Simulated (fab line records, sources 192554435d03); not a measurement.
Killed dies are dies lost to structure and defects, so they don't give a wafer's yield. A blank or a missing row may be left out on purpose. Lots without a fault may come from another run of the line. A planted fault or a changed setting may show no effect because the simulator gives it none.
Which tool did it? | flow n5_finfet | 24 lots, 72 wafers sampled, at 6 steps of a route of 1938

WHAT THE GAUGES READ, wafer by wafer
The record holds no reading of a measuring or inspecting step that can be judged against a usual standard deviation.

WHICH TOOL RAN EACH LOT (tool, then ch and the chambers of the sampled wafers, then the start)
lot  | N5_BEOL_M8_DEGAS_44          | N5_BEOL_M8_SPUTTER_48        | N5_BEOL_M8_DEP_56               | N5_BEOL_M9_CURE_71            | N5_BEOL_M9_ETCH_62                 | N5_BEOL_M9_HM_OPEN_17
L075 | pvd_sputter-03, day 10 04:56 | pvd_sputter-02, day 10 05:38 | pecvd-03 ch 0,1, day 10 06:33   | uv_cure-01 ch 2, day 10 06:55 | rie_diel-04 ch 0,2, day 10 10:28   | rie_metal-03 ch 0,1, day 10 10:41
L074 | pvd_sputter-03, day 10 05:01 | pvd_sputter-02, day 10 07:38 | pecvd-03 ch 0, day 10 08:31     | uv_cure-02 ch 2, day 10 08:44 | rie_diel-01 ch 1,2, day 10 10:40   | rie_metal-01 ch 0, day 10 10:51
L078 | pvd_sputter-02, day 10 21:52 | pvd_sputter-01, day 10 22:31 | pecvd-04 ch 0,1, day 11 00:07   | uv_cure-02 ch 1, day 11 00:20 | rie_diel-04 ch 0,3, day 11 03:23   | rie_metal-02 ch 0,1, day 11 03:34
L076 | pvd_sputter-01, day 11 04:05 | pvd_sputter-02, day 11 06:52 | pecvd-03 ch 1,2, day 11 07:43   | uv_cure-01 ch 1, day 11 08:02 | rie_diel-01 ch 1,2,3, day 11 09:50 | rie_metal-02 ch 0,1, day 11 10:02
L079 | pvd_sputter-02, day 11 07:44 | pvd_sputter-02, day 11 08:40 | pecvd-01 ch 0,1,2, day 11 09:31 | uv_cure-02 ch 0, day 11 09:44 | rie_diel-03 ch 0,1,2, day 11 13:07 | rie_metal-02 ch 0,1, day 11 13:18
L081 | pvd_sputter-02, day 11 12:05 | pvd_sputter-01, day 11 12:44 | pecvd-03 ch 1,2, day 11 13:35   | uv_cure-02 ch 2, day 11 13:53 | rie_diel-04 ch 0,1,3, day 11 16:08 | rie_metal-01 ch 0,1, day 11 16:20
L077 | pvd_sputter-02, day 11 12:30 | pvd_sputter-03, day 11 13:06 | pecvd-03 ch 0,2, day 11 14:08   | uv_cure-02 ch 2, day 11 14:26 | rie_diel-03 ch 2,3, day 11 16:23   | rie_metal-03 ch 0,1, day 11 16:35
L080 | pvd_sputter-01, day 11 12:56 | pvd_sputter-02, day 11 13:34 | pecvd-03 ch 0,2, day 11 14:26   | uv_cure-01 ch 0, day 11 14:47 | rie_diel-04 ch 0,1,2, day 11 16:41 | rie_metal-02 ch 0,1, day 11 16:52
L082 | pvd_sputter-03, day 12 03:36 | pvd_sputter-03, day 12 04:20 | pecvd-04 ch 0,1,2, day 12 05:35 | uv_cure-02 ch 1, day 12 05:48 | rie_diel-03 ch 0,1,2, day 12 09:15 | rie_metal-02 ch 0,1, day 12 09:26
L083 | pvd_sputter-03, day 12 03:46 | pvd_sputter-01, day 12 05:47 | pecvd-03 ch 0,1,2, day 12 06:40 | uv_cure-01 ch 2, day 12 07:06 | rie_diel-03 ch 0,2,3, day 12 09:38 | rie_metal-03 ch 0,1, day 12 09:47
L085 | pvd_sputter-03, day 12 08:13 | pvd_sputter-02, day 12 09:20 | pecvd-03 ch 0,1,2, day 12 10:14 | uv_cure-03 ch 1, day 12 10:55 | rie_diel-01 ch 0,2,3, day 12 13:11 | rie_metal-02 ch 0,1, day 12 13:23
L084 | pvd_sputter-02, day 12 09:32 | pvd_sputter-02, day 12 10:23 | pecvd-03 ch 0,2, day 12 11:23   | uv_cure-03 ch 2, day 12 11:55 | rie_diel-01 ch 1,2,3, day 12 16:27 | rie_metal-02 ch 0,1, day 12 16:38
L087 | pvd_sputter-03, day 13 03:07 | pvd_sputter-03, day 13 03:57 | pecvd-01 ch 1,2, day 13 04:57   | uv_cure-02 ch 2, day 13 05:35 | rie_diel-01 ch 0,1,2, day 13 07:22 | rie_metal-02 ch 0,1, day 13 07:33
L086 | pvd_sputter-01, day 13 06:44 | pvd_sputter-01, day 13 07:35 | pecvd-03 ch 0,2, day 13 08:44   | uv_cure-02 ch 1, day 13 09:03 | rie_diel-04 ch 1,2, day 13 11:11   | rie_metal-03 ch 0,1, day 13 11:23
L088 | pvd_sputter-03, day 13 13:02 | pvd_sputter-02, day 13 13:42 | pecvd-03 ch 0,1,2, day 13 14:56 | uv_cure-03 ch 0, day 13 15:10 | rie_diel-01 ch 1,2,3, day 13 18:29 | rie_metal-02 ch 0,1, day 13 18:40
L090 | pvd_sputter-02, day 13 21:25 | pvd_sputter-03, day 13 22:31 | pecvd-01 ch 1,2, day 13 23:23   | uv_cure-03 ch 1, day 14 00:12 | rie_diel-01 ch 0,2,3, day 14 02:37 | rie_metal-03 ch 0,1, day 14 02:50
L092 | pvd_sputter-02, day 14 07:35 | pvd_sputter-01, day 14 08:35 | pecvd-03 ch 0,2, day 14 11:00   | uv_cure-03 ch 0, day 14 11:13 | rie_diel-01 ch 1,3, day 14 15:00   | rie_metal-01 ch 0, day 14 15:11
L093 | pvd_sputter-02, day 14 08:04 | pvd_sputter-01, day 14 08:41 | pecvd-01 ch 0,1,2, day 14 10:46 | uv_cure-01 ch 2, day 14 10:59 | rie_diel-04 ch 0,1,3, day 14 12:25 | rie_metal-03 ch 0,1, day 14 12:37
L089 | pvd_sputter-01, day 14 08:05 | pvd_sputter-01, day 14 08:48 | pecvd-03 ch 0,1, day 14 11:10   | uv_cure-02 ch 0, day 14 11:32 | rie_diel-01 ch 0,1,2, day 14 14:35 | rie_metal-02 ch 1, day 14 14:50
L091 | pvd_sputter-03, day 14 08:12 | pvd_sputter-01, day 14 08:55 | pecvd-01 ch 0,2, day 14 11:32   | uv_cure-01 ch 0, day 14 11:50 | rie_diel-01 ch 0,2, day 14 15:16   | rie_metal-02 ch 1, day 14 15:28
L094 | pvd_sputter-02, day 14 08:13 | pvd_sputter-01, day 14 10:50 | pecvd-04 ch 0,2, day 14 12:21   | uv_cure-02 ch 1, day 14 12:38 | rie_diel-04 ch 0,1, day 14 15:22   | rie_metal-03 ch 0,1, day 14 15:33
L096 | pvd_sputter-02, day 15 08:46 | pvd_sputter-01, day 15 09:45 | pecvd-03 ch 0,2, day 15 10:47   | uv_cure-01 ch 1, day 15 11:03 | rie_diel-03 ch 0,3, day 15 13:20   | rie_metal-02 ch 0,1, day 15 13:32
L095 | pvd_sputter-02, day 15 09:07 | pvd_sputter-02, day 15 10:01 | pecvd-04 ch 1,2, day 15 11:10   | uv_cure-01 ch 1, day 15 11:32 | rie_diel-01 ch 0,1,2, day 15 13:35 | rie_metal-02 ch 0,1, day 15 13:47
L097 | pvd_sputter-01, day 15 15:01 | pvd_sputter-01, day 15 17:01 | pecvd-03 ch 0,1, day 15 17:58   | uv_cure-02 ch 1, day 15 18:11 | rie_diel-03 ch 0,3, day 15 21:58   | rie_metal-01 ch 0,1, day 15 22:09
- N5_BEOL_M8_DEGAS_44: time 60 s.
- N5_BEOL_M8_SPUTTER_48: material Cu, target thk 10 nm, time 1.667 s.
- N5_BEOL_M8_DEP_56: deposits SiCN from 3MS/NH3, target thk 10 nm, time 17.5 s.
- N5_BEOL_M9_CURE_71: cures SiCOH lowk, time 240 s.
- N5_BEOL_M9_ETCH_62: etches SOC in N2/H2, target depth 110 nm, overetch 22 nm, time 165 s.
- N5_BEOL_M9_HM_OPEN_17: chemistry Cl2/BCl3, target TiN, target depth 20 nm, overetch 6 nm.

WHAT THE TOOLS THEMSELVES READ (means of the sampled wafers that have a number; where no wafer has one, the mark that the record gives instead)
N5_BEOL_M8_DEGAS_44.
lot  | tool           | heater_power_w (W)
L075 | pvd_sputter-03 | 327
L074 | pvd_sputter-03 | 338
L078 | pvd_sputter-02 | 333
L076 | pvd_sputter-01 | 338
L079 | pvd_sputter-02 | 306
L081 | pvd_sputter-02 | 332
L077 | pvd_sputter-02 | 313
L080 | pvd_sputter-01 | 334
L082 | pvd_sputter-03 | 342
L083 | pvd_sputter-03 | 344
L085 | pvd_sputter-03 | 326
L084 | pvd_sputter-02 | 327
L087 | pvd_sputter-03 | 314
L086 | pvd_sputter-01 | 373
L088 | pvd_sputter-03 | 341
L090 | pvd_sputter-02 | 302
L092 | pvd_sputter-02 | 302
L093 | pvd_sputter-02 | 294
L089 | pvd_sputter-01 | 300
L091 | pvd_sputter-03 | 343
L094 | pvd_sputter-02 | 293
L096 | pvd_sputter-02 | 328
L095 | pvd_sputter-02 | 321
L097 | pvd_sputter-01 | 341

N5_BEOL_M8_SPUTTER_48.
lot  | tool           | chamber_pressure_pa (Pa) | throttle_valve_pct (%)
L075 | pvd_sputter-02 | 0.12995                  | 29.6
L074 | pvd_sputter-02 | 0.12996                  | 30.3
L078 | pvd_sputter-01 | 0.12989                  | 30.3
L076 | pvd_sputter-02 | 0.12977                  | 30.0
L079 | pvd_sputter-02 | 0.12977                  | 29.4
L081 | pvd_sputter-01 | 0.13016                  | 30.1
L077 | pvd_sputter-03 | 0.13004                  | 29.9
L080 | pvd_sputter-02 | 0.12994                  | 29.0
L082 | pvd_sputter-03 | 0.12984                  | 30.1
L083 | pvd_sputter-01 | 0.12967                  | 29.8
L085 | pvd_sputter-02 | 0.13008                  | 29.2
L084 | pvd_sputter-02 | 0.13012                  | 29.2
L087 | pvd_sputter-03 | 0.13019                  | 30.1
L086 | pvd_sputter-01 | 0.13025                  | 30.5
L088 | pvd_sputter-02 | 0.13004                  | 29.9
L090 | pvd_sputter-03 | 0.12994                  | 30.2
L092 | pvd_sputter-01 | 0.12977                  | 29.8
L093 | pvd_sputter-01 | 0.12990                  | 30.5
L089 | pvd_sputter-01 | 0.12969                  | 30.9
L091 | pvd_sputter-01 | 0.12980                  | 30.2
L094 | pvd_sputter-01 | 0.12998                  | 29.9
L096 | pvd_sputter-01 | 0.13007                  | 29.5
L095 | pvd_sputter-02 | 0.13019                  | 30.0
L097 | pvd_sputter-01 | 0.13006                  | 30.4

N5_BEOL_M8_DEP_56.
lot  | tool     | showerhead_plenum_p_Torr (Torr) | showerhead_vpp_V (V) | throttle_valve_pct (%)
L075 | pecvd-03 | 3.677                           | 840                  | 9.0
L074 | pecvd-03 | 3.665                           | 839                  | 8.8
L078 | pecvd-04 | 3.666                           | 891                  | 10.0
L076 | pecvd-03 | 3.671                           | 883                  | 8.9
L079 | pecvd-01 | 3.670                           | 877                  | 8.5
L081 | pecvd-03 | 3.674                           | 885                  | 9.2
L077 | pecvd-03 | 3.652                           | 914                  | 8.3
L080 | pecvd-03 | 3.658                           | 882                  | 8.7
L082 | pecvd-04 | 3.666                           | 883                  | 9.4
L083 | pecvd-03 | 3.661                           | 881                  | 8.9
L085 | pecvd-03 | 3.662                           | 868                  | 8.9
L084 | pecvd-03 | 3.650                           | 905                  | 8.4
L087 | pecvd-01 | 3.659                           | 867                  | 8.4
L086 | pecvd-03 | 3.646                           | 913                  | 8.5
L088 | pecvd-03 | 3.665                           | 873                  | 9.0
L090 | pecvd-01 | 3.663                           | 872                  | 8.5
L092 | pecvd-03 | 3.662                           | 873                  | 8.6
L093 | pecvd-01 | 3.672                           | 874                  | 8.4
L089 | pecvd-03 | 3.675                           | 851                  | 8.9
L091 | pecvd-01 | 3.667                           | 885                  | 8.5
L094 | pecvd-04 | 3.665                           | 866                  | 8.9
L096 | pecvd-03 | 3.653                           | 915                  | 8.5
L095 | pecvd-04 | 3.658                           | 882                  | 9.7
L097 | pecvd-03 | 3.671                           | 845                  | 9.1

N5_BEOL_M9_CURE_71.
lot  | tool       | lamp_power_pct (%) | wafer_temp_C_max
L075 | uv_cure-01 | 52.25              | 386.5
L074 | uv_cure-02 | 52.30              | 387.6
L078 | uv_cure-02 | 52.26              | 387.8
L076 | uv_cure-01 | 52.32              | 387.7
L079 | uv_cure-02 | 52.29              | 386.1
L081 | uv_cure-02 | 52.33              | 387.3
L077 | uv_cure-02 | 52.36              | 387.2
L080 | uv_cure-01 | 52.35              | 386.3
L082 | uv_cure-02 | 52.30              | 387.2
L083 | uv_cure-01 | 52.32              | 386.6
L085 | uv_cure-03 | 52.28              | 386.5
L084 | uv_cure-03 | 52.32              | 387.7
L087 | uv_cure-02 | 52.36              | 387.0
L086 | uv_cure-02 | 52.28              | 387.5
L088 | uv_cure-03 | 52.23              | 386.1
L090 | uv_cure-03 | 52.34              | 386.4
L092 | uv_cure-03 | 52.35              | 386.3
L093 | uv_cure-01 | 52.30              | 386.6
L089 | uv_cure-02 | 52.29              | 386.2
L091 | uv_cure-01 | 52.34              | 386.6
L094 | uv_cure-02 | 52.32              | 388.1
L096 | uv_cure-01 | 52.31              | 386.9
L095 | uv_cure-01 | 52.36              | 386.9
L097 | uv_cure-02 | 52.28              | 387.4

N5_BEOL_M9_ETCH_62.
lot  | tool        | drypump_motor_current_A (A) | h2_flow_sccm (sccm) | oes_product_au (a.u.) | rf_vpp_V (V) | showerhead_plenum_p_Torr (Torr) | throttle_valve_pct (%)
L075 | rie_diel-04 | 5.9                         | 200.0               | 0.64                  | 523.3        | 2.49                            | 17.80
L074 | rie_diel-01 | 6.2                         | 200.1               | 0.61                  | 523.9        | 2.56                            | 17.97
L078 | rie_diel-04 | 5.5                         | 200.5               | 0.66                  | 524.4        | 2.54                            | 17.62
L076 | rie_diel-01 | 6.0                         | 200.1               | 0.62                  | 521.9        | 2.50                            | 18.02
L079 | rie_diel-03 | 5.6                         | 199.7               | 0.67                  | 526.6        | 2.62                            | 17.89
L081 | rie_diel-04 | 5.5                         | 200.7               | 0.67                  | 523.4        | 2.51                            | 17.56
L077 | rie_diel-03 | 5.8                         | 199.8               | 0.60                  | 523.8        | 2.56                            | 18.07
L080 | rie_diel-04 | 5.8                         | 200.1               | 0.65                  | 521.7        | 2.47                            | 17.76
L082 | rie_diel-03 | 5.6                         | 200.2               | 0.67                  | 525.5        | 2.61                            | 17.89
L083 | rie_diel-03 | 5.8                         | 199.9               | 0.64                  | 526.0        | 2.60                            | 18.06
L085 | rie_diel-01 | 6.0                         | 199.8               | 0.64                  | 523.8        | 2.54                            | 17.84
L084 | rie_diel-01 | 6.0                         | 200.1               | 0.61                  | 521.8        | 2.49                            | 18.06
L087 | rie_diel-01 | 6.0                         | 200.1               | 0.63                  | 523.8        | 2.54                            | 17.93
L086 | rie_diel-04 | 6.0                         | 200.1               | 0.62                  | 520.3        | 2.42                            | 17.91
L088 | rie_diel-01 | 6.0                         | 200.6               | 0.61                  | 521.9        | 2.49                            | 18.06
L090 | rie_diel-01 | 5.9                         | 199.9               | 0.64                  | 523.9        | 2.54                            | 17.86
L092 | rie_diel-01 | 5.8                         | 199.9               | 0.60                  | 520.5        | 2.43                            | 18.20
L093 | rie_diel-04 | 5.5                         | 200.1               | 0.66                  | 522.4        | 2.50                            | 17.61
L089 | rie_diel-01 | 6.0                         | 199.3               | 0.62                  | 523.1        | 2.54                            | 17.94
L091 | rie_diel-01 | 6.0                         | 200.3               | 0.65                  | 524.7        | 2.58                            | 17.74
L094 | rie_diel-04 | 5.7                         | 199.8               | 0.66                  | 522.8        | 2.49                            | 17.66
L096 | rie_diel-03 | 5.8                         | 200.7               | 0.72                  | 525.9        | 2.62                            | 17.92
L095 | rie_diel-01 | 6.0                         | 200.4               | 0.62                  | 523.3        | 2.53                            | 17.96
L097 | rie_diel-03 | 5.8                         | 199.9               | 0.71                  | 525.0        | 2.62                            | 17.93

N5_BEOL_M9_HM_OPEN_17.
lot  | tool         | drypump_motor_current_A (A) | oes_product_au (a.u.) | throttle_valve_pct (%)
L075 | rie_metal-03 | 5.5                         | 0.61                  | 21.78
L074 | rie_metal-01 | 5.0                         | 0.75                  | 22.14
L078 | rie_metal-02 | 6.2                         | 0.76                  | 22.14
L076 | rie_metal-02 | 6.2                         | 0.76                  | 22.13
L079 | rie_metal-02 | 5.9                         | 0.73                  | 22.31
L081 | rie_metal-01 | 5.5                         | 0.74                  | 22.01
L077 | rie_metal-03 | 5.4                         | 0.59                  | 21.89
L080 | rie_metal-02 | 5.9                         | 0.72                  | 22.33
L082 | rie_metal-02 | 5.9                         | 0.72                  | 22.31
L083 | rie_metal-03 | 5.5                         | 0.60                  | 21.79
L085 | rie_metal-02 | 5.9                         | 0.71                  | 22.33
L084 | rie_metal-02 | 6.2                         | 0.75                  | 22.14
L087 | rie_metal-02 | 6.2                         | 0.74                  | 22.15
L086 | rie_metal-03 | 5.5                         | 0.59                  | 21.79
L088 | rie_metal-02 | 6.2                         | 0.74                  | 22.15
L090 | rie_metal-03 | 5.4                         | 0.58                  | 21.90
L092 | rie_metal-01 | 5.0                         | 0.71                  | 22.17
L093 | rie_metal-03 | 5.5                         | 0.58                  | 21.82
L089 | rie_metal-02 | 6.5                         | 0.77                  | 21.96
L091 | rie_metal-02 | 6.6                         | 0.77                  | 21.95
L094 | rie_metal-03 | 5.5                         | 0.59                  | 21.79
L096 | rie_metal-02 | 6.2                         | 0.72                  | 22.16
L095 | rie_metal-02 | 5.8                         | 0.68                  | 22.37
L097 | rie_metal-01 | 5.2                         | 0.70                  | 22.11

THE ANSWER, worked out from the rows above alone
Rule: what is usual is taken from the lots themselves. Put in order of their means at a reading, lots are off if they are a third of the lots or fewer, leave a main group of 4 or more, and stand apart from it by a gap of 3 or more times the standard deviation of the main group's means; of several such gaps the widest counts. A main group whose means are all the same, to the digits that the tables above print for the reading, isn't used. A lot without any number at a reading at which 4 lots or more have one is off too. The other lots that the step has rows for count as sound. The gauges are gone through in route order, then the tools' own readings, and for those a lot's mean is taken as printed above. The first step at which some lot is off is used, and at that step the reading that is off furthest; a lot without a number counts as furthest.
No lot is off at any reading shown: from this, nothing can be told.

WHAT THE SIMULATOR HAD PUT IN
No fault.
